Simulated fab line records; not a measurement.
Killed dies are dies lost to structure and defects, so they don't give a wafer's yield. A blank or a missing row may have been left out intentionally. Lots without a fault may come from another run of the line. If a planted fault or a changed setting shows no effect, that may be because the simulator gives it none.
Matching of chambers + flow n5 finfet + N5_SPACER0_ALD_07 on ald sin-03 has 4 sister chambers
The step deposits SiNx, target thk 2 nm. 4 wafers are shown with their chamber, then 8 later ones without.

== WAFERS PAIRED WITH THEIR CHAMBERS ==
| wafer  | chamber | heater power w (W) |
|--------|---------|--------------------|
| L087.1 | 1       | 846                |
| L087.2 | 0       | 1006               |
| L088.5 | 3       | 869                |
| L089.2 | 2       | 777                |

== WAFERS WITH NO CHAMBER GIVEN ==
| wafer  | heater power w (W) |
|--------|--------------------|
| L089.3 | 836                |
| L089.5 | 859                |
| L092.1 | 833                |
| L092.2 | 1058               |
| L092.5 | 873                |
| L097.1 | 869                |
| L097.3 | 1048               |
| L097.6 | 849                |

== THE CHAMBER EACH PASSED THROUGH ==
| wafer  | from the rows above          | in truth |
|--------|------------------------------|----------|
| L089.3 | can't be placed: 1 or 3 or 2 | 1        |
| L089.5 | can't be placed: 3 or 1      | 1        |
| L092.1 | can't be placed: 1 or 3 or 2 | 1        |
| L092.2 | 0                            | 0        |
| L092.5 | can't be placed: 3 or 1      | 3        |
| L097.1 | can't be placed: 3 or 1      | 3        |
| L097.3 | 0                            | 0        |
| L097.6 | can't be placed: 1 or 3      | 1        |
Correct placement for 2 of the 8. From these rows, 6 cannot be placed; in 6 the true chamber is one of the candidates. Number placed wrongly: 0.
How it was worked out, from the rows above alone: a wafer's distance from a chamber is the root of the sum, over the readings, of the square of ((its reading less the chamber's mean) divided by the reading's scatter). The wafer belongs to the nearest chamber; if the next one is less than 2 further off, it can't be placed. The mean given for a chamber averages the wafers shown for that chamber. The scatter: root of mean squared gap, hidden wafer to nearest shown wafer, with one shown wafer a chamber.
